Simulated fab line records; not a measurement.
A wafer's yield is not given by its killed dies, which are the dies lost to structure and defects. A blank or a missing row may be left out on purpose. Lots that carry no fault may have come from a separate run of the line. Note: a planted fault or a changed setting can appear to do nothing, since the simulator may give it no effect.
Split-lot experiment | flow n5_finfet | 7 lots, 21 wafers read, on a route of 1938 steps

== SPLIT DETAILS ==
At N5_BEOL_M2_PECVD_72 (deposits SiO2 from TEOS/O2, target thk 16 nm, time 18 s), the setting temp_c was moved away from the recipe's 400 C on 8 of the 21 wafers read, by +1.7% to +4.3%. The other wafers ran this setting at the recipe's value.

== FROM THE SPLIT TO THE READING: what the file shows between them, 3 steps ==
- N5_BEOL_M2_TRENCH_ETCH_37: etches SiOC in C4F6/O2, target depth 55.555 nm, time 29.2 s (also split here: source_w)
- N5_BEOL_M2_ETCH_41: etches SiCN in CH3F/O2, target depth 29.9 nm, time 52.5 s
- N5_BEOL_M2_STRIP_97: strips in N2/H2, time 10 s

== THE READING ==
SiO2_of_BEOL_M2_PECVD_72.thk_nm (the simulator's own value, which no gauge read), in nm, at N5_BEOL_M2_HM_STRIP_39 (strips TiN in peroxide tin strip, target depth 25 nm, time 158 s). The file gives no usual value for it. Average 16.0 nm, standard deviation 0.31 nm, over the 13 wafers here run with the recipe.

wafer  | tool, chamber at the split | temp_c as run, C | against the recipe | SiO2_of_BEOL_M2_PECVD_72.thk_nm, nm | against lot-mates on the recipe
L074.2 | pecvd-02, 0                | 400              | recipe             | 15.6                                | -
L074.3 | pecvd-02, 1                | 409.7            | +2.4%              | 15                                  | -0.6
L074.6 | pecvd-02, 2                | 409.7            | +2.4%              | 14.8                                | -0.8
L076.1 | pecvd-02, 1                | 400              | recipe             | 16                                  | -
L076.3 | pecvd-02, 0                | 400              | recipe             | 15.4                                | -
L076.5 | pecvd-02, 0                | 415.9            | +4.0%              | 14                                  | -1.7
L077.1 | pecvd-04, 2,0              | 417.1            | +4.3%              | 14.2                                | -2.0
L077.3 | pecvd-04, 2,0              | 417.1            | +4.3%              | 14                                  | -2.2
L077.5 | pecvd-04, 2                | 400              | recipe             | 16.2                                | -
L087.3 | pecvd-04, 0,2,0            | 400              | recipe             | 16.2                                | -
L087.4 | pecvd-04, 0,2,0            | 400              | recipe             | 16.2                                | -
L087.6 | pecvd-04, 0,2,0            | 400              | recipe             | 16.2                                | -
L089.2 | pecvd-01, 0                | 400              | recipe             | 16                                  | -
L089.4 | pecvd-01, 0                | 411.1            | +2.8%              | 15                                  | -0.7
L089.6 | pecvd-01, 1                | 400              | recipe             | 15.4                                | -
L090.2 | pecvd-02, 1                | 400              | recipe             | 16                                  | -
L090.4 | pecvd-02, 0                | 400              | recipe             | 16                                  | -
L090.5 | pecvd-02, 1                | 400              | recipe             | 16.4                                | -
L091.1 | pecvd-04, 1                | 406.9            | +1.7%              | 14.8                                | -1.0
L091.2 | pecvd-04, 0                | 400              | recipe             | 15.8                                | -
L091.3 | pecvd-04, 2                | 406.9            | +1.7%              | 15.4                                | -0.4
Rows listing several chambers each stand for several wafers; the file does not say which wafer went through which chamber.

THE FIT
A straight line over all 21 wafers: SiO2_of_BEOL_M2_PECVD_72.thk_nm changes by -0.441 nm for each +1% of temp_c; r = -0.93; the points scatter about the line by 0.29 nm.
The same after taking each lot's own level away (the mean of its wafers on the recipe; 21 wafers): -0.427 nm for each +1%; r = -0.94; scatter 0.26 nm.
That fit puts the effect of the largest move of temp_c on the reading at 1.8 nm.
Measured against the standard deviation above, the lots' own levels, which go from 15.60 to 16.20 nm, span 2.0 times it.
The two slopes are in agreement: the lot-to-lot level therefore moves the slope only a little.
Check: with one of the wafers moved furthest among these (+4.3%) left out of the fit, the line predicts -1.73 nm for it against its lot-mates. Against them it came out at -2 nm.

== THE OTHER SPLITS THESE WAFERS WENT THROUGH ==
These wafers also went through other splits before the reading. Each is held against what the fit with the lots' levels taken away leaves over:
other split on the same wafers     | wafers away from the commonest value | r with SiO2_of_BEOL_M2_PECVD_72.thk_nm (lot level and that fit taken away)
N5_BEOL_M0_CUTY_ETCH_63 time_s     | 7                                    | +0.17
N5_BEOL_M2_ILD_DEP_00 time_s       | 9                                    | +0.05
N5_BEOL_M2_TRENCH_ETCH_37 source_w | 8                                    | +0.17

== THE WHOLE CHAIN: every reading that the file lists as answering this split, in the file's order ==
step                   | what it does                                                     | reading                                                                          | change (the file's fit)               | r (the file's)
N5_BEOL_M2_PECVD_72    | deposits SiO2 from TEOS/O2, target thk 16 nm, time 18 s          | SiO2_of_BEOL_M2_PECVD_72.thk_nm (the simulator's own value, which no gauge read) | -0.394 nm for each +1% of the setting | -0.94
N5_BEOL_M2_HM_STRIP_39 | strips TiN in peroxide tin strip, target depth 25 nm, time 158 s | SiO2_of_BEOL_M2_PECVD_72.thk_nm (the simulator's own value, which no gauge read) | -0.407 nm for each +1% of the setting | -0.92

== FILE'S OWN FIT ==
SiO2_of_BEOL_M2_PECVD_72.thk_nm changes by -0.407 nm for each +1% of temp_c, r = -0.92.
